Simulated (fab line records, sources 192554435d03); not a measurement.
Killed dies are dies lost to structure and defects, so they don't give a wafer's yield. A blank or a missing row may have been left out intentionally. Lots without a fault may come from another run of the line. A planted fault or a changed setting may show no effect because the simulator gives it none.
Struck lot and sound lot, side by side	flow n5Finfet	38 out of 1938 route steps
Sound: wafers L429.1, L429.3, L429.4. Struck: wafer L440.4; the same lot's L440.1 was not struck, so it is left out; see the end for the cause.
Per side, at each step with rows, come the tool, then ch with its chambers, and then its first start. Under that, the readings that differ: sound wafers	struck wafers	difference of the means	sigmas: that difference in standard deviations of wafers without a fault.
alike: words and numbers the same on both sides, and readings whose means are apart by under 2 such deviations; not compared: readings that were withheld, readings missing a value for some wafer, numbers with overlapping values and no deviation given by the record, and bounds like >300 which may hide the same value.
Wherever a step has rows on one side only, a row that says differs or no value, or a row with sigmas, the two part there. Non-overlapping numbers with no deviation appear without sigmas and do not part them. A reading missing from all wafers of one side parts the sides only when that side holds two or more wafers.

first, 9 steps without rows for these wafers: N5_BEOL_M3_ANNEAL_95 (time 240 s); N5_BEOL_M3_SPUTTER_96 (material Cu, target thk 4.5 nm, time 8.29 s); N5_BEOL_M3_ECD_50 (material Cu, target thk 300 nm); N5_BEOL_M3_ANNEAL_51 (time 90 s); N5_BEOL_M3_CMP_52 (polishes, stops on SiOC, t overpolish 6.8 s, target thk 40 nm); N5_BEOL_M3_PRE_CLEAN_60 (time 15 s); N5_BEOL_M3_CO_CAP_55 (material Co, precursor CCTBA/H2, target thk 2 nm, time 102.1 s); N5_BEOL_M3_PRE_CLEAN_56 (time 15 s); N5_BEOL_M3_DEP_57 (deposits SiCN from 3MS/NH3, target thk 8 nm, time 14 s).
N5_BEOL_M4_ILD_DEP_00: deposits SiOC from DEMS/O2, target thk 79 nm, time 15.3 s.
  sound on pecvd-04 ch 1,2, day 7 10:57; struck on pecvd-04 ch 1, day 10 11:29
reading	sound	struck	difference	sigmas
model.SiOC_of_BEOL_M4_ILD_DEP_00.thkNm (nm)	79.8 78 81.4	73.2	-6.5	
  alike: heaterPowerOuterW, heaterPowerW, showerheadPlenumPTorr, throttleValvePct
  not compared: sinceWetCleanH
N5_BEOL_M4_THK_MEAS_01:
  struck on filmMetro-01, day 10 11:35; sound on filmMetro-02, day 7 11:01
reading	sound	struck	difference	sigmas
M4_ILD_THK (nm)	79.8 77.9 81.4	73.3	-6.4	-6
then, 24 steps without rows for these wafers: N5_BEOL_M4_PECVD_72 (deposits SiO2 from TEOS/O2, target thk 16 nm, time 18 s); N5_BEOL_M4_HM_DEP_02 (deposits TiN, target thk 20 nm); N5_BEOL_M4_COAT_61 (time 60 s, resist thk 60 nm); N5_BEOL_M4_COAT_62 (time 60 s, resist thk 12 nm); N5_BEOL_M4_COAT_73 (time 60 s, resist thk 5 nm); N5_BEOL_M4_COAT_05 (resist thk 30 nm); N5_BEOL_M4_EBR_07; N5_BEOL_M4_SOFTBAKE_06 (time 60 s); N5_BEOL_M4_EXPOSE_08 (exposes mask M4); N5_BEOL_M4_PEB_09 (peb time 60 s); N5_BEOL_M4_DEVELOP_10 (develop time 30 s); N5_BEOL_M4_DESCUM_16 (chemistry O2, time 7 s); N5_BEOL_M4_ETCH_74 (etches underlayer in N2/H2, target depth 6.5 nm, time 5.2 s); N5_BEOL_M4_ETCH_63 (etches SiARC in CF4, target depth 15.6 nm, time 26 s); N5_BEOL_M4_ETCH_64 (etches SOC in N2/H2, target depth 75 nm, overetch 22.5 nm, time 121.9 s); N5_BEOL_M4_STRIP_65 (strips in N2/H2); N5_BEOL_M4_STRIP_75 (strips in N2/H2); N5_BEOL_M4_STRIP_66 (strips in CF4); N5_BEOL_M4_HM_OPEN_17 (chemistry Cl2/BCl3, target TiN, target depth 20 nm, overetch 6 nm); N5_BEOL_M4_STRIP_19 (strips in O2); N5_BEOL_M4_COAT_67 (time 60 s, resist thk 60 nm); N5_BEOL_M4_COAT_68 (time 60 s, resist thk 12 nm); N5_BEOL_M4_COAT_76 (time 60 s, resist thk 5 nm); N5_BEOL_M4_COAT_22 (resist thk 30 nm).
N5_BEOL_M4_CMP_52: polishes, stops on SiOC, t overpolish 6.8 s, target thk 40 nm.
  sound on cmp-01 ch 0,2,3, day 7 18:34; struck on cmp-01 ch 3, day 11 02:29
reading	sound	struck	difference	sigmas
model.SiOC_of_BEOL_M4_ILD_DEP_00.thkNm (nm)	76.8 75 78.4	70.2	-6.5	
  alike: motorCurrentA
N5_BEOL_M4_RC_MEAS_101:
  sound on prober-01 ch 0, day 7 19:11; struck on prober-02 ch 0, day 11 03:11
  alike: DIBL_N, DIBL_P, IOFF_N, IOFF_P, ION_N, ION_P, SS_N, SS_P, VT_N, VT_P
N5_PASSIVATION_PROBE_49:
  rows exist in the record for the sound wafers here (prober-02, day 12 11:28), none for the struck ones

## WHERE THEY PART
Last at N5_PASSIVATION_PROBE_49 as far as this record goes, first at N5_BEOL_M4_THK_MEAS_01.

WHY: what the simulator had put in
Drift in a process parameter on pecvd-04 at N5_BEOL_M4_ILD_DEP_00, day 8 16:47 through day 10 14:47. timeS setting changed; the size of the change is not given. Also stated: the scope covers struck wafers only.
